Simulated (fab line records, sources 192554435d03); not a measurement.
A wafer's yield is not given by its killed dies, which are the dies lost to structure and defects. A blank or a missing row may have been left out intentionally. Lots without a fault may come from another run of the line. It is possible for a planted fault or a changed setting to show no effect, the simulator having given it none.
Chamber matching :: flow n5_finfet :: N5_MOL_CONTACT_COAG_ALD_20 on ald_metal-02 has 4 sister chambers
The step deposits TiN, target thk 1.5 nm, pulse time 1 s, purge time 3 s. 8 wafers are shown with their chamber, then 11 later ones without.

## WAFERS, EACH WITH ITS CHAMBER
wafer: L079.4
chamber: 3
heater_power_w (W): 831
precursor_pulse_height_rel: 0.990

wafer: L080.5
chamber: 0
heater_power_w (W): 1082
precursor_pulse_height_rel: 1.009

wafer: L083.5
chamber: 2
heater_power_w (W): 779
precursor_pulse_height_rel: 0.996

wafer: L083.6
chamber: 1
heater_power_w (W): 865
precursor_pulse_height_rel: 1.024

wafer: L087.1
chamber: 1
heater_power_w (W): 877
precursor_pulse_height_rel: 0.977

wafer: L087.2
chamber: 0
heater_power_w (W): 1070
precursor_pulse_height_rel: 1.048

wafer: L087.3
chamber: 2
heater_power_w (W): 766
precursor_pulse_height_rel: 0.998

wafer: L086.3
chamber: 3
heater_power_w (W): 822
precursor_pulse_height_rel: 1.000

## WAFERS MISSING THEIR CHAMBER
wafer: L086.4
heater_power_w (W): 886
precursor_pulse_height_rel: 0.989

wafer: L086.6
heater_power_w (W): 760
precursor_pulse_height_rel: 0.979

wafer: L090.3
heater_power_w (W): 798
precursor_pulse_height_rel: 0.998

wafer: L090.4
heater_power_w (W): 883
precursor_pulse_height_rel: 1.028

wafer: L090.6
heater_power_w (W): 840
precursor_pulse_height_rel: 1.007

wafer: L093.1
heater_power_w (W): 862
precursor_pulse_height_rel: 1.011

wafer: L093.5
heater_power_w (W): 865
precursor_pulse_height_rel: 0.999

wafer: L093.6
heater_power_w (W): 781
precursor_pulse_height_rel: 1.014

wafer: L092.4
heater_power_w (W): 767
precursor_pulse_height_rel: 0.993

wafer: L092.5
heater_power_w (W): 783
precursor_pulse_height_rel: 0.966

wafer: L092.6
heater_power_w (W): 877
precursor_pulse_height_rel: 0.992

## EACH ONE'S CHAMBER
wafer: L086.4
from the rows above: 1
in truth: 1

wafer: L086.6
from the rows above: 2
in truth: 2

wafer: L090.3
from the rows above: can't be placed: 2 or 3
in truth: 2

wafer: L090.4
from the rows above: 1
in truth: 1

wafer: L090.6
from the rows above: 3
in truth: 3

wafer: L093.1
from the rows above: 1
in truth: 1

wafer: L093.5
from the rows above: 1
in truth: 1

wafer: L093.6
from the rows above: 2
in truth: 2

wafer: L092.4
from the rows above: 2
in truth: 2

wafer: L092.5
from the rows above: 2
in truth: 2

wafer: L092.6
from the rows above: 1
in truth: 1
Correctly placed: 10 of 11. Can't be placed from these rows: 1 (the true chamber is among the candidates in 1). 0 placed wrongly.
How it was worked out, from the rows above alone: a wafer's distance from a chamber is the root of the sum, over the readings, of the square of ((its reading less the chamber's mean) divided by the reading's scatter). The wafer belongs to the nearest chamber; if the next one is less than 2 further off, it can't be placed. Each chamber's mean is taken over the wafers shown for it. The scatter is the square root of a quotient: the sum, over the shown wafers, of each reading's squared deviation from its chamber's mean, divided by wafers minus chambers.
